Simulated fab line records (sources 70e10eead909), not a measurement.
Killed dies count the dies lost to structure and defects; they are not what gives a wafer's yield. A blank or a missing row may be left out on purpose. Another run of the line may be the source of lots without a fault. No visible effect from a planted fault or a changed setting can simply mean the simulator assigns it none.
The tool behind it: which one? || flow nandHarc || 72 wafers from 24 lots sampled at 4 of the route's 1159 steps

## WHAT EACH GAUGE READ, for each wafer
NHARC_A_M0_THK_MEAS_24: measures by xrf. Usual: thkNm reads 113.8 nm (standard deviation 1.5).
{"lot": "L074", "measured": "day 17 08:53", "on": "filmMetro-02", "thkNm (nm)": "115.5 114.2 114.0", "flag": ""}
{"lot": "L075", "measured": "day 17 14:47", "on": "filmMetro-01", "thkNm (nm)": "115.8 116.2 114.3", "flag": ""}
{"lot": "L077", "measured": "day 17 20:42", "on": "filmMetro-02", "thkNm (nm)": "111.7 113.2 114.0", "flag": ""}
{"lot": "L076", "measured": "day 18 08:40", "on": "filmMetro-02", "thkNm (nm)": "118.1 114.3 114.9", "flag": ""}
{"lot": "L079", "measured": "day 18 14:55", "on": "filmMetro-02", "thkNm (nm)": "110.8 113.3 114.3", "flag": ""}
{"lot": "L078", "measured": "day 18 15:35", "on": "filmMetro-02", "thkNm (nm)": "115.6 114.1 115.4", "flag": ""}
{"lot": "L080", "measured": "day 18 21:26", "on": "filmMetro-01", "thkNm (nm)": "114.7 116.3 113.5", "flag": ""}
{"lot": "L081", "measured": "day 20 00:29", "on": "filmMetro-02", "thkNm (nm)": "112.5 111.6 115.5", "flag": ""}
{"lot": "L082", "measured": "day 20 02:48", "on": "filmMetro-01", "thkNm (nm)": "112.3 113.9 113.2", "flag": ""}
{"lot": "L084", "measured": "day 20 03:05", "on": "filmMetro-02", "thkNm (nm)": "115.3 112.8 115.8", "flag": ""}
{"lot": "L085", "measured": "day 20 09:14", "on": "filmMetro-01", "thkNm (nm)": "112.2 114.9 116.2", "flag": ""}
{"lot": "L083", "measured": "day 20 14:29", "on": "filmMetro-01", "thkNm (nm)": "114.5 112.9 115.7", "flag": ""}
{"lot": "L086", "measured": "day 20 17:46", "on": "filmMetro-02", "thkNm (nm)": "113.3 114.8 116.7", "flag": ""}
{"lot": "L087", "measured": "day 21 00:14", "on": "filmMetro-02", "thkNm (nm)": "113.2 112.8 112.8", "flag": ""}
{"lot": "L088", "measured": "day 21 07:03", "on": "filmMetro-02", "thkNm (nm)": "116.0 113.0 112.9", "flag": ""}
{"lot": "L089", "measured": "day 21 07:38", "on": "filmMetro-01", "thkNm (nm)": "112.7 112.5 113.3", "flag": ""}
{"lot": "L090", "measured": "day 21 12:17", "on": "filmMetro-02", "thkNm (nm)": "114.7 113.7 111.8", "flag": ""}
{"lot": "L091", "measured": "day 21 20:58", "on": "filmMetro-02", "thkNm (nm)": "114.4 115.2 113.1", "flag": ""}
{"lot": "L094", "measured": "day 22 07:26", "on": "filmMetro-01", "thkNm (nm)": "115.3 115.3 116.0", "flag": ""}
{"lot": "L092", "measured": "day 22 09:03", "on": "filmMetro-01", "thkNm (nm)": "115.1 114.1 113.3", "flag": ""}
{"lot": "L096", "measured": "day 22 14:49", "on": "filmMetro-02", "thkNm (nm)": "113.6 112.3 114.4", "flag": ""}
{"lot": "L095", "measured": "day 22 18:10", "on": "filmMetro-02", "thkNm (nm)": "114.4 113.3 112.8", "flag": ""}
{"lot": "L093", "measured": "day 22 18:29", "on": "filmMetro-02", "thkNm (nm)": "110.9 113.8 114.7", "flag": ""}
{"lot": "L097", "measured": "day 23 08:26", "on": "filmMetro-02", "thkNm (nm)": "113.1 116.3 116.2", "flag": ""}

NHARC_A_M1_INSPECT_11. Usual: rawDefectCount reads 31 (standard deviation 13).
{"lot": "L074", "measured": "day 17 10:33", "on": "defectInspect-02", "rawDefectCount": "30 27 25", "flag": ""}
{"lot": "L075", "measured": "day 17 16:37", "on": "defectInspect-02", "rawDefectCount": "15 20 26", "flag": ""}
{"lot": "L077", "measured": "day 17 22:49", "on": "defectInspect-02", "rawDefectCount": "24 21 22", "flag": ""}
{"lot": "L076", "measured": "day 18 10:19", "on": "defectInspect-02", "rawDefectCount": "29 34 33", "flag": ""}
{"lot": "L079", "measured": "day 18 16:35", "on": "defectInspect-01", "rawDefectCount": "33 39 26", "flag": ""}
{"lot": "L078", "measured": "day 18 17:13", "on": "defectInspect-01", "rawDefectCount": "29 36 36", "flag": ""}
{"lot": "L080", "measured": "day 18 23:07", "on": "defectInspect-02", "rawDefectCount": "7 11 16", "flag": ""}
{"lot": "L081", "measured": "day 20 02:10", "on": "defectInspect-02", "rawDefectCount": "21 22 24", "flag": ""}
{"lot": "L082", "measured": "day 20 04:35", "on": "defectInspect-02", "rawDefectCount": "23 29 25", "flag": ""}
{"lot": "L084", "measured": "day 20 04:49", "on": "defectInspect-02", "rawDefectCount": "32 36 39", "flag": ""}
{"lot": "L085", "measured": "day 20 10:49", "on": "defectInspect-02", "rawDefectCount": "39 39 37", "flag": ""}
{"lot": "L083", "measured": "day 20 16:03", "on": "defectInspect-01", "rawDefectCount": "10 13 16", "flag": ""}
{"lot": "L086", "measured": "day 20 19:43", "on": "defectInspect-01", "rawDefectCount": "47 40 51", "flag": ""}
{"lot": "L087", "measured": "day 21 04:08", "on": "defectInspect-02", "rawDefectCount": "11 8 19", "flag": ""}
{"lot": "L088", "measured": "day 21 08:44", "on": "defectInspect-01", "rawDefectCount": "56 46 44", "flag": ""}
{"lot": "L089", "measured": "day 21 09:34", "on": "defectInspect-02", "rawDefectCount": "15 19 29", "flag": ""}
{"lot": "L090", "measured": "day 21 13:59", "on": "defectInspect-01", "rawDefectCount": "43 35 53", "flag": ""}
{"lot": "L091", "measured": "day 21 22:33", "on": "defectInspect-02", "rawDefectCount": "31 27 34", "flag": ""}
{"lot": "L094", "measured": "day 22 09:07", "on": "defectInspect-02", "rawDefectCount": "55 53 60", "flag": ""}
{"lot": "L092", "measured": "day 22 10:43", "on": "defectInspect-01", "rawDefectCount": "36 41 37", "flag": ""}
{"lot": "L096", "measured": "day 22 16:29", "on": "defectInspect-01", "rawDefectCount": "41 44 43", "flag": ""}
{"lot": "L095", "measured": "day 22 19:55", "on": "defectInspect-01", "rawDefectCount": "35 48 45", "flag": ""}
{"lot": "L093", "measured": "day 22 20:10", "on": "defectInspect-02", "rawDefectCount": "50 41 54", "flag": ""}
{"lot": "L097", "measured": "day 23 09:59", "on": "defectInspect-02", "rawDefectCount": "14 17 18", "flag": ""}

## TOOL THAT RAN EACH LOT (tool first, then ch and the chambers of the sampled wafers, then the start)
{"lot": "L074", "NHARC_A_CONTACT_ETCH_138": "harCapEtch-02 ch 0,1, day 16 16:01", "NHARC_A_M0_DEP_32": "pecvd-03 ch 0,1, day 17 09:16"}
{"lot": "L075", "NHARC_A_CONTACT_ETCH_138": "harCapEtch-02 ch 0,1, day 17 01:52", "NHARC_A_M0_DEP_32": "pecvd-04 ch 2, day 17 15:11"}
{"lot": "L077", "NHARC_A_CONTACT_ETCH_138": "harCapEtch-03 ch 0, day 17 06:19", "NHARC_A_M0_DEP_32": "pecvd-04 ch 1,2, day 17 21:00"}
{"lot": "L076", "NHARC_A_CONTACT_ETCH_138": "harCapEtch-03 ch 0,1, day 17 14:58", "NHARC_A_M0_DEP_32": "pecvd-01 ch 0,1, day 18 08:58"}
{"lot": "L079", "NHARC_A_CONTACT_ETCH_138": "harCapEtch-03 ch 0,1, day 17 20:17", "NHARC_A_M0_DEP_32": "pecvd-04 ch 1,2, day 18 15:16"}
{"lot": "L078", "NHARC_A_CONTACT_ETCH_138": "harCapEtch-01 ch 0,1, day 17 23:01", "NHARC_A_M0_DEP_32": "pecvd-04 ch 1,2, day 18 15:55"}
{"lot": "L080", "NHARC_A_CONTACT_ETCH_138": "harCapEtch-03 ch 1, day 18 01:37", "NHARC_A_M0_DEP_32": "pecvd-03 ch 0,1,2, day 18 21:47"}
{"lot": "L081", "NHARC_A_CONTACT_ETCH_138": "harCapEtch-02 ch 0,1, day 18 18:00", "NHARC_A_M0_DEP_32": "pecvd-03 ch 0,2, day 20 00:47"}
{"lot": "L082", "NHARC_A_CONTACT_ETCH_138": "harCapEtch-02 ch 0, day 19 07:37", "NHARC_A_M0_DEP_32": "pecvd-04 ch 0,1,2, day 20 03:11"}
{"lot": "L084", "NHARC_A_CONTACT_ETCH_138": "harCapEtch-03 ch 0,1, day 19 09:25", "NHARC_A_M0_DEP_32": "pecvd-01 ch 1,2, day 20 03:30"}
{"lot": "L085", "NHARC_A_CONTACT_ETCH_138": "harCapEtch-03 ch 0,1, day 19 20:13", "NHARC_A_M0_DEP_32": "pecvd-03 ch 1,2, day 20 09:35"}
{"lot": "L083", "NHARC_A_CONTACT_ETCH_138": "harCapEtch-03 ch 1, day 20 01:46", "NHARC_A_M0_DEP_32": "pecvd-04 ch 0,1,2, day 20 14:47"}
{"lot": "L086", "NHARC_A_CONTACT_ETCH_138": "harCapEtch-02 ch 0,1, day 20 07:28", "NHARC_A_M0_DEP_32": "pecvd-01 ch 0,1,2, day 20 18:20"}
{"lot": "L087", "NHARC_A_CONTACT_ETCH_138": "harCapEtch-01 ch 0,1, day 20 11:47", "NHARC_A_M0_DEP_32": "pecvd-01 ch 0,1, day 21 02:52"}
{"lot": "L088", "NHARC_A_CONTACT_ETCH_138": "harCapEtch-03 ch 0,1, day 20 13:14", "NHARC_A_M0_DEP_32": "pecvd-03 ch 0,2, day 21 07:26"}
{"lot": "L089", "NHARC_A_CONTACT_ETCH_138": "harCapEtch-01 ch 0, day 20 16:57", "NHARC_A_M0_DEP_32": "pecvd-03 ch 1,2, day 21 07:59"}
{"lot": "L090", "NHARC_A_CONTACT_ETCH_138": "harCapEtch-02 ch 0,1, day 20 18:40", "NHARC_A_M0_DEP_32": "pecvd-04 ch 0,1, day 21 12:38"}
{"lot": "L091", "NHARC_A_CONTACT_ETCH_138": "harCapEtch-01 ch 0,1, day 21 07:35", "NHARC_A_M0_DEP_32": "pecvd-04 ch 0,1, day 21 21:20"}
{"lot": "L094", "NHARC_A_CONTACT_ETCH_138": "harCapEtch-01 ch 0,1, day 21 18:55", "NHARC_A_M0_DEP_32": "pecvd-03 ch 1,2, day 22 07:44"}
{"lot": "L092", "NHARC_A_CONTACT_ETCH_138": "harCapEtch-01 ch 0,1, day 21 22:23", "NHARC_A_M0_DEP_32": "pecvd-01 ch 0,1,2, day 22 09:24"}
{"lot": "L096", "NHARC_A_CONTACT_ETCH_138": "harCapEtch-01 ch 0,1, day 22 03:49", "NHARC_A_M0_DEP_32": "pecvd-01 ch 0,2, day 22 15:11"}
{"lot": "L095", "NHARC_A_CONTACT_ETCH_138": "harCapEtch-02 ch 0,1, day 22 05:59", "NHARC_A_M0_DEP_32": "pecvd-01 ch 1,2, day 22 18:40"}
{"lot": "L093", "NHARC_A_CONTACT_ETCH_138": "harCapEtch-01 ch 0,1, day 22 07:45", "NHARC_A_M0_DEP_32": "pecvd-04 ch 0,1,2, day 22 18:47"}
{"lot": "L097", "NHARC_A_CONTACT_ETCH_138": "harCapEtch-01 ch 0,1, day 22 20:57", "NHARC_A_M0_DEP_32": "pecvd-03 ch 0,1,2, day 23 08:49"}
- NHARC_A_CONTACT_ETCH_138: etches the open film in C4F8/O2/Ar, time 132 s, target depth 1289 nm.
- NHARC_A_M0_DEP_32: deposits SiCN, target thk 30 nm.

## AS READ BY THE TOOLS THEMSELVES (means over the sampled wafers that have a number; for cases with no such wafer, the mark the record gives instead)
NHARC_A_M0_DEP_32. Usual: chamberPressureTorr 2.999 Torr, standard deviation 0.0067; heaterPowerW 559 W, standard deviation 67.
{"lot": "L074", "tool": "pecvd-03", "chamberPressureTorr (Torr)": 2.999, "heaterPowerW (W)": 520, "flag": ""}
{"lot": "L075", "tool": "pecvd-04", "chamberPressureTorr (Torr)": 3.000, "heaterPowerW (W)": 572, "flag": ""}
{"lot": "L077", "tool": "pecvd-04", "chamberPressureTorr (Torr)": 2.997, "heaterPowerW (W)": 565, "flag": ""}
{"lot": "L076", "tool": "pecvd-01", "chamberPressureTorr (Torr)": 2.996, "heaterPowerW (W)": 544, "flag": ""}
{"lot": "L079", "tool": "pecvd-04", "chamberPressureTorr (Torr)": 3.005, "heaterPowerW (W)": 512, "flag": ""}
{"lot": "L078", "tool": "pecvd-04", "chamberPressureTorr (Torr)": 2.998, "heaterPowerW (W)": 571, "flag": ""}
{"lot": "L080", "tool": "pecvd-03", "chamberPressureTorr (Torr)": 2.998, "heaterPowerW (W)": 535, "flag": ""}
{"lot": "L081", "tool": "pecvd-03", "chamberPressureTorr (Torr)": 2.999, "heaterPowerW (W)": 548, "flag": ""}
{"lot": "L082", "tool": "pecvd-04", "chamberPressureTorr (Torr)": 3.007, "heaterPowerW (W)": 543, "flag": ""}
{"lot": "L084", "tool": "pecvd-01", "chamberPressureTorr (Torr)": 3.007, "heaterPowerW (W)": 687, "flag": ""}
{"lot": "L085", "tool": "pecvd-03", "chamberPressureTorr (Torr)": 2.991, "heaterPowerW (W)": 537, "flag": ""}
{"lot": "L083", "tool": "pecvd-04", "chamberPressureTorr (Torr)": 2.993, "heaterPowerW (W)": 547, "flag": ""}
{"lot": "L086", "tool": "pecvd-01", "chamberPressureTorr (Torr)": 3.002, "heaterPowerW (W)": 599, "flag": ""}
{"lot": "L087", "tool": "pecvd-01", "chamberPressureTorr (Torr)": 2.996, "heaterPowerW (W)": 575, "flag": ""}
{"lot": "L088", "tool": "pecvd-03", "chamberPressureTorr (Torr)": 2.992, "heaterPowerW (W)": 492, "flag": ""}
{"lot": "L089", "tool": "pecvd-03", "chamberPressureTorr (Torr)": 2.992, "heaterPowerW (W)": 530, "flag": ""}
{"lot": "L090", "tool": "pecvd-04", "chamberPressureTorr (Torr)": 3.001, "heaterPowerW (W)": 545, "flag": ""}
{"lot": "L091", "tool": "pecvd-04", "chamberPressureTorr (Torr)": 2.997, "heaterPowerW (W)": 592, "flag": ""}
{"lot": "L094", "tool": "pecvd-03", "chamberPressureTorr (Torr)": 2.993, "heaterPowerW (W)": 444, "flag": ""}
{"lot": "L092", "tool": "pecvd-01", "chamberPressureTorr (Torr)": 2.997, "heaterPowerW (W)": 657, "flag": ""}
{"lot": "L096", "tool": "pecvd-01", "chamberPressureTorr (Torr)": 2.998, "heaterPowerW (W)": 614, "flag": ""}
{"lot": "L095", "tool": "pecvd-01", "chamberPressureTorr (Torr)": 2.999, "heaterPowerW (W)": 646, "flag": ""}
{"lot": "L093", "tool": "pecvd-04", "chamberPressureTorr (Torr)": 2.995, "heaterPowerW (W)": 544, "flag": ""}
{"lot": "L097", "tool": "pecvd-03", "chamberPressureTorr (Torr)": 3.005, "heaterPowerW (W)": 502, "flag": ""}

## THE ANSWER, worked out from the rows above alone
Rule: a lot counts as off when the mean over its wafers that have a number is more than 3 standard deviations away from the usual mean. Also off: a lot with no number at a reading for which 4 or more lots have one. Any other lot the step has rows for is counted as sound. First the gauges in route order, then the tools' own readings, where a lot's mean is used as printed above. The first step at which some lot is off is used, and at that step the reading that is off furthest; a lot without a number counts as furthest.
None of the lots is off at any reading shown; this tells nothing.

## WHAT HAD BEEN PUT IN BY THE SIMULATOR
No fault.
